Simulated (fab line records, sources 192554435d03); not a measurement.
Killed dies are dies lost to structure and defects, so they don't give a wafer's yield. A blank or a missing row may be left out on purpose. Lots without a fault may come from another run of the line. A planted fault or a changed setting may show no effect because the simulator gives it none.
One fault seen from 2 desks | flow n5_finfet | each desk has only its own numbers; what lay behind them comes last

THE METROLOGY DESK
What the gauges read, lot by lot, whatever tool the lot ran on: means of the sampled wafers that have a number. A lot is out of limits, marked OUT, if its mean lies more than 4 standard deviations from the usual mean; the brackets give that distance. Of its 11 readings 7 are shown: those that lie furthest out on some lot.
Columns: A = DIBL_N at N5_BEOL_M4_RC_MEAS_101, usual 35.4 mV/V; B = DIBL_P at N5_BEOL_M4_RC_MEAS_101, usual 34.8 mV/V; C = IOFF_N at N5_BEOL_M4_RC_MEAS_101, usual 0.15 nA/um; D = IOFF_P at N5_BEOL_M4_RC_MEAS_101, usual 0.19 nA/um; E = ION_N at N5_BEOL_M4_RC_MEAS_101, usual 677 uA/um; F = SS_N at N5_BEOL_M4_RC_MEAS_101, usual 71.4 mV/dec; G = VT_P at N5_BEOL_M4_RC_MEAS_101, usual -251 mV
lot  | first seen here | A    | B    | C    | D    | E   | F    | G
L903 | day 6 05:48     | 34.5 | 33.6 | 0.13 | 0.16 | 675 | 71.1 | -256
L905 | day 6 18:14     | 36.4 | 34.9 | 0.19 | 0.20 | 680 | 71.8 | -249
L906 | day 6 21:03     | 33.9 | 33.4 | 0.12 | 0.16 | 664 | 70.9 | -252
L908 | day 7 16:11     | 36.4 | 35.2 | 0.16 | 0.19 | 692 | 71.3 | -250
L911 | day 7 22:11     | 36.5 | 34.8 | 0.14 | 0.20 | 662 | 71.2 | -251
L910 | day 7 22:25     | 36.0 | 36.4 | 0.15 | 0.19 | 674 | 71.6 | -253
L914 | day 9 02:19     | 34.6 | 34.0 | 0.14 | 0.20 | 679 | 71.3 | -249
L918 | day 9 17:27     | 33.0 | 32.5 | 0.12 | 0.15 | 671 | 70.4 | -253
L920 | day 10 09:26    | 37.2 | 38.2 | 0.20 | 0.24 | 696 | 72.2 | -248
L921 | day 10 17:57    | 37.0 | 35.7 | 0.15 | 0.17 | 678 | 71.8 | -256
This desk's finding: nothing out of limits on any of the 10 lots.

THE TOOL OWNER'S DESK: litho_track-04
The tool's own readings at N5_BEOL_M0_SAQP_COAT_81 (time 60 s, resist thk 100 nm): means of the sampled wafers that have a number, for each lot that ran on this tool. A lot is out of limits, marked OUT, if its mean lies more than 4 standard deviations from the usual mean; the brackets give that distance.
Columns: A = heater_power_total_W at N5_BEOL_M0_SAQP_COAT_81, usual 500.3 W; B = plate_temp_C at N5_BEOL_M0_SAQP_COAT_81, usual 249.97 C; C = resist_line_temp_C at N5_BEOL_M0_SAQP_COAT_81, usual 22.98 C; D = spin_speed_rpm at N5_BEOL_M0_SAQP_COAT_81, usual 1500.2 rpm
lot  | first seen here | A                | B                | C     | D
L905 | day 6 17:58     | 498.9            | 250.02           | 23.04 | 1498.9
L906 | day 6 20:39     | 501.1            | 249.95           | 23.10 | 1500.3
L911 | day 7 21:55     | 500.7            | 250.11           | 23.00 | 1500.5
L918 | day 9 17:11     | 499.2            | 249.73           | 23.07 | 1498.9
L920 | day 10 09:10    | 490.4 (-5.8) OUT | 245.71 (-24) OUT | 22.87 | 1500.3
L921 | day 10 17:38    | 490.6 (-5.7) OUT | 245.88 (-23) OUT | 22.82 | 1499.4
This desk's finding: out of limits on L920, L921; first on L920, day 10 09:10 (heater_power_total_W at N5_BEOL_M0_SAQP_COAT_81). In limits: L905, L906, L911, L918.

PUT TOGETHER
The tool owner's desk could have raised an alarm at day 10 09:10, on L920, L921.
The metrology desk saw nothing out of limits.
The metrology desk has L920, L921 on record, within its limits.
Of the lots named, all ran N5_BEOL_M0_SAQP_COAT_81 on litho_track-04.

WHAT THE SIMULATOR HAD PUT IN
Process parameter drift: litho_track-04, from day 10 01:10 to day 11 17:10, at N5_BEOL_M0_SAQP_COAT_81. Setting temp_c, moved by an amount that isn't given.
Lots struck among those shown: L920, L921.
Hours from the fault's start to each desk's first reading out of limits: the tool owner's desk, 8.
